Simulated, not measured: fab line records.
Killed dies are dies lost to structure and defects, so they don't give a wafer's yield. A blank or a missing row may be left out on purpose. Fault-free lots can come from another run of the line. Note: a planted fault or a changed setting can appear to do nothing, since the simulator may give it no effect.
Matching of chambers / flow nandHarc / NHARC_A_STAIRCASE_ETCH_444 on rieDiel-12: 4 sister chambers
The step etches the open film in C4F8/O2, target depth 20400 nm, time 6800 s. 4 wafers are shown with their chamber, then 9 later ones without.

== WAFERS PAIRED WITH THEIR CHAMBERS ==
wafer=L083.6; chamber=0; rfVppV (V)=808
wafer=L088.3; chamber=3; rfVppV (V)=815
wafer=L088.5; chamber=2; rfVppV (V)=809
wafer=L088.6; chamber=1; rfVppV (V)=809

== WAFERS WHOSE CHAMBER IS MISSING ==
wafer=L090.1; rfVppV (V)=814
wafer=L090.2; rfVppV (V)=810
wafer=L090.5; rfVppV (V)=807
wafer=L092.1; rfVppV (V)=815
wafer=L092.2; rfVppV (V)=808
wafer=L092.3; rfVppV (V)=805
wafer=L096.2; rfVppV (V)=807
wafer=L096.4; rfVppV (V)=810
wafer=L096.6; rfVppV (V)=814

== WHICH CHAMBER EACH ONE RAN IN ==
wafer=L090.1; from the rows above=3; in truth=3
wafer=L090.2; from the rows above=can't be placed: 1 or 2 or 0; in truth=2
wafer=L090.5; from the rows above=can't be placed: 0 or 1 or 2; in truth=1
wafer=L092.1; from the rows above=3; in truth=3
wafer=L092.2; from the rows above=can't be placed: 0 or 1 or 2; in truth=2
wafer=L092.3; from the rows above=can't be placed: 0 or 1 or 2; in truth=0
wafer=L096.2; from the rows above=can't be placed: 0 or 1 or 2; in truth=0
wafer=L096.4; from the rows above=can't be placed: 1 or 2 or 0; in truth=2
wafer=L096.6; from the rows above=3; in truth=3
Placed correctly: 3 of 9. Can't be placed from these rows: 6 (the true chamber is among the candidates in 6). Placed wrongly: 0.
How it was worked out, from the rows above alone: a wafer's distance from a chamber is the root of the sum, over the readings, of the square of ((its reading less the chamber's mean) divided by the reading's scatter). If the next closest chamber is less than 2 further off than the closest, the wafer can't be placed; otherwise it belongs to the closest. A chamber's mean is the mean of its shown wafers. The scatter: with one shown wafer a chamber, the root of the mean of the squares of how far each hidden wafer lies from its nearest shown one.
